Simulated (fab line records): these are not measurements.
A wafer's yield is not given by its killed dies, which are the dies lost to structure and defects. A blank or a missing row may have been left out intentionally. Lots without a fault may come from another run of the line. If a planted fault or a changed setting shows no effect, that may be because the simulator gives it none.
Comparing a struck lot with a sound one | flow nand-harc | 14 out of 1302 route steps
Sound: these wafers, L765.2, L765.3, L765.5. Struck: wafer L762.5 (L762.2, L762.6, from the same lot, were not struck and are left out); the cause is given at the end.
Order at every step that has rows: each side's tool, ch and its chambers, its first start. Under that, the readings that differ: sound wafers | struck wafers | difference of the means | sigmas: that difference in standard deviations of wafers without a fault.
alike: a reading whose means differ by less than 2 such deviations, as well as words and numbers matching on both sides. not compared: withheld readings; readings where some wafer has no value; bounds like >300 that might hide an equal value; numbers whose values overlap and for which the record gives no deviation.
A row with sigmas, a row that says differs or no value, or rows on one side alone: a step with any of these is where the two part. Numbers that don't overlap but have no deviation are shown without sigmas and don't part them. A reading missing from all wafers of one side parts the sides only when that side holds two or more wafers.

first, 2 steps without rows for these wafers: NHARC_A_SOURCE_PLATE_SRD_01; NHARC_A_SOURCE_PLATE_OXIDE_02 (material SiO2, target thk 10 nm, ox time 1362 s).
NHARC_A_SOURCE_PLATE_THK_MEAS_09: measures by ellipsometry.
  sound: film-metro-01 at day 12 00:50; struck: film-metro-02 at day 11 02:56
  alike: thk-nm
then, 3 steps without rows for these wafers: NHARC_A_SOURCE_PLATE_PVD_04 (deposits WSi2, target thk 50 nm); NHARC_A_SOURCE_PLATE_CVD_03 (deposits poly-Si, target thk 200 nm, time 4000 s); NHARC_A_SOURCE_PLATE_ANNEAL_05 (time 1800 s).
NHARC_A_SOURCE_PLATE_THK_MEAS_06: measures by ellipsometry.
  sound: film-metro-01 at day 12 13:18; struck: film-metro-01 at day 11 15:30
  alike: thk-nm
NHARC_A_SOURCE_PLATE_INSPECT_08:
  sound: defect-inspect-02 at day 12 13:22; struck: defect-inspect-02 at day 11 15:35
  alike: raw-defect-count
next comes 1 step that has no rows for these wafers: NHARC_A_ONON_D1_DEP_00 (target thickness 1000 nm).
NHARC_A_ONON_D1_THK_MEAS_02: measures by ellipsometry.
  sound: film-metro-02 at day 12 14:01; struck: film-metro-01 at day 11 16:10
  reading     | sound          | struck | difference | sigmas
  thk-nm (nm) | 1003 1004 1003 | 981    | -22        | -2
NHARC_A_ONON_D1_DEP_03: target thk 1000 nm.
  sound on pecvd-onon-04 ch 0, day 12 14:08; struck on pecvd-onon-01 ch 0, day 11 16:17
  alike: n2o-flow-sccm
NHARC_A_ONON_D1_THK_MEAS_05: measures by ellipsometry.
  sound: film-metro-02 at day 12 14:35; struck: film-metro-02 at day 11 16:44
  reading     | sound          | struck | difference | sigmas
  thk-nm (nm) | 1007 1007 1006 | 1601   | +594       | +54
next comes 1 step that has no rows for these wafers: NHARC_A_ONON_D1_DEP_06 (target thickness 1000 nm).
-- record jumps: 17 days between struck wafers' starts before vs after; left off in module A_ONON_D1, resumes in module END, first step shown is number 1302 of the route --
NHARC_END_SORT_01:
  the record has rows for the struck wafers here (prober-01 ch 0, day 28 07:03) and none for the sound ones

== WHERE THEY PART ==
At NHARC_A_ONON_D1_THK_MEAS_02 first; at NHARC_END_SORT_01 last (within this record only).

WHY: what the simulator had put in
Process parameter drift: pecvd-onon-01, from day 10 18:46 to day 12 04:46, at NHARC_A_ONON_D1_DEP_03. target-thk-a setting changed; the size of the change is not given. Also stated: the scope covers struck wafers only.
